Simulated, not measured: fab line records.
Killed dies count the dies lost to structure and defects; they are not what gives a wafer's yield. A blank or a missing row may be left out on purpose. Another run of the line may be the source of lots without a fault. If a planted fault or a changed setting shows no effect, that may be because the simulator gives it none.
Split-lot experiment || flow n5_finfet || route with 1938 steps; 7 lots, 21 wafers read

ABOUT THE SPLIT
At N5_BEOL_M0_SAQP_PEB_12 (peb time 60 s), the setting peb_time_s was moved away from the recipe's 60 s on 6 of the 21 wafers read, by -7.9% to +20.8%. The other wafers ran this setting at the recipe's value.

FROM SPLIT TO READING: 1 step shown by the file between the two
- N5_BEOL_M0_SAQP_DEVELOP_13: develop time 30 s

THE READING
cd_nm at N5_BEOL_M0_SAQP_CD_MEAS_14, given in nm (cd target 42.5 nm). Fault-free wafers of this fab line usually give 42.5 nm, standard deviation 0.34 nm.

{"wafer": "L074.1", "tool, chamber at the split": "litho_track-01, 0", "peb_time_s as run, s": 72.5, "against the recipe": "+20.8%", "cd_nm, nm": 39.5, "against lot-mates on the recipe": -2.5}
{"wafer": "L074.2", "tool, chamber at the split": "litho_track-01, 0", "peb_time_s as run, s": 60, "against the recipe": "recipe", "cd_nm, nm": 42.0, "against lot-mates on the recipe": "-"}
{"wafer": "L074.5", "tool, chamber at the split": "litho_track-01, 0", "peb_time_s as run, s": 60, "against the recipe": "recipe", "cd_nm, nm": 42.0, "against lot-mates on the recipe": "-"}
{"wafer": "L075.1", "tool, chamber at the split": "litho_track-03, 0", "peb_time_s as run, s": 60, "against the recipe": "recipe", "cd_nm, nm": 42.4, "against lot-mates on the recipe": "-"}
{"wafer": "L075.2", "tool, chamber at the split": "litho_track-03, 0", "peb_time_s as run, s": 60, "against the recipe": "recipe", "cd_nm, nm": 42.6, "against lot-mates on the recipe": "-"}
{"wafer": "L075.3", "tool, chamber at the split": "litho_track-03, 0", "peb_time_s as run, s": 60, "against the recipe": "recipe", "cd_nm, nm": 42.4, "against lot-mates on the recipe": "-"}
{"wafer": "L077.1", "tool, chamber at the split": "litho_track-01, 0", "peb_time_s as run, s": 55.26, "against the recipe": "-7.9%", "cd_nm, nm": 43.1, "against lot-mates on the recipe": "+0.9"}
{"wafer": "L077.3", "tool, chamber at the split": "litho_track-01, 0", "peb_time_s as run, s": 60, "against the recipe": "recipe", "cd_nm, nm": 41.8, "against lot-mates on the recipe": "-"}
{"wafer": "L077.5", "tool, chamber at the split": "litho_track-01, 0", "peb_time_s as run, s": 60, "against the recipe": "recipe", "cd_nm, nm": 42.6, "against lot-mates on the recipe": "-"}
{"wafer": "L080.1", "tool, chamber at the split": "litho_track-03, 0", "peb_time_s as run, s": 60, "against the recipe": "recipe", "cd_nm, nm": 42.6, "against lot-mates on the recipe": "-"}
{"wafer": "L080.2", "tool, chamber at the split": "litho_track-03, 0", "peb_time_s as run, s": 70.52, "against the recipe": "+17.5%", "cd_nm, nm": 40.2, "against lot-mates on the recipe": -2.4}
{"wafer": "L080.6", "tool, chamber at the split": "litho_track-03, 0", "peb_time_s as run, s": 60, "against the recipe": "recipe", "cd_nm, nm": 42.6, "against lot-mates on the recipe": "-"}
{"wafer": "L088.1", "tool, chamber at the split": "litho_track-05, 0", "peb_time_s as run, s": 65.78, "against the recipe": "+9.6%", "cd_nm, nm": 41.0, "against lot-mates on the recipe": -1.3}
{"wafer": "L088.2", "tool, chamber at the split": "litho_track-05, 0", "peb_time_s as run, s": 65.78, "against the recipe": "+9.6%", "cd_nm, nm": 40.8, "against lot-mates on the recipe": -1.5}
{"wafer": "L088.4", "tool, chamber at the split": "litho_track-05, 0", "peb_time_s as run, s": 60, "against the recipe": "recipe", "cd_nm, nm": 42.3, "against lot-mates on the recipe": "-"}
{"wafer": "L092.1", "tool, chamber at the split": "litho_track-05, 0", "peb_time_s as run, s": 66.89, "against the recipe": "+11.5%", "cd_nm, nm": 41.4, "against lot-mates on the recipe": -1.0}
{"wafer": "L092.2", "tool, chamber at the split": "litho_track-05, 0", "peb_time_s as run, s": 60, "against the recipe": "recipe", "cd_nm, nm": 42.1, "against lot-mates on the recipe": "-"}
{"wafer": "L092.3", "tool, chamber at the split": "litho_track-05, 0", "peb_time_s as run, s": 60, "against the recipe": "recipe", "cd_nm, nm": 42.7, "against lot-mates on the recipe": "-"}
{"wafer": "L093.1", "tool, chamber at the split": "litho_track-05, 0", "peb_time_s as run, s": 60, "against the recipe": "recipe", "cd_nm, nm": 42.2, "against lot-mates on the recipe": "-"}
{"wafer": "L093.2", "tool, chamber at the split": "litho_track-05, 0", "peb_time_s as run, s": 60, "against the recipe": "recipe", "cd_nm, nm": 41.8, "against lot-mates on the recipe": "-"}
{"wafer": "L093.5", "tool, chamber at the split": "litho_track-05, 0", "peb_time_s as run, s": 60, "against the recipe": "recipe", "cd_nm, nm": 42.4, "against lot-mates on the recipe": "-"}

THE FIT
A straight line over all 21 wafers: cd_nm changes by -0.123 nm for each +1% of peb_time_s; r = -0.94; the points scatter about the line by 0.3 nm.
The same after taking each lot's own level away (the mean of its wafers on the recipe; 21 wafers): -0.124 nm for each +1%; r = -0.97; scatter 0.24 nm.
According to that fit, moving peb_time_s by its largest amount changes the reading by 2.6 nm.
From 42.00 to 42.60 nm: that is the span of the lots' own levels, equal to 1.8 times the standard deviation above.
The two slopes agree, so the slope changes little with the lot-to-lot level.
Check: for one of the wafers moved furthest among these (+20.8%), held out of the fit, the line's prediction against its lot-mates is -2.65 nm. Against them it came out at -2.5 nm.

OTHER SPLITS ON THESE WAFERS
Other splits were also applied to these wafers ahead of the reading. Each is held against what the fit with the lots' levels taken away leaves over:
{"other split on the same wafers": "N5_HKMG_FIN_CVD_62 temp_c", "wafers away from the commonest value": 12, "r with cd_nm (lot level and that fit taken away)": -0.41}
{"other split on the same wafers": "N5_GATE_CUT_CUT_ETCH_54 bias_w", "wafers away from the commonest value": 8, "r with cd_nm (lot level and that fit taken away)": -0.07}
{"other split on the same wafers": "N5_MOL_CONTACT_COAG_ALD_27 ald_cycles", "wafers away from the commonest value": 5, "r with cd_nm (lot level and that fit taken away)": "+0.27"}
{"other split on the same wafers": "N5_MOL_CONTACT_COAG_COAT_77 spin_rpm", "wafers away from the commonest value": 6, "r with cd_nm (lot level and that fit taken away)": -0.15}
{"other split on the same wafers": "N5_BEOL_M0_SAQP_PECVD_96 time_s", "wafers away from the commonest value": 9, "r with cd_nm (lot level and that fit taken away)": -0.11}

FILE'S OWN FIT
cd_nm changes by -0.121 nm for each +1% of peb_time_s, r = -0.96.
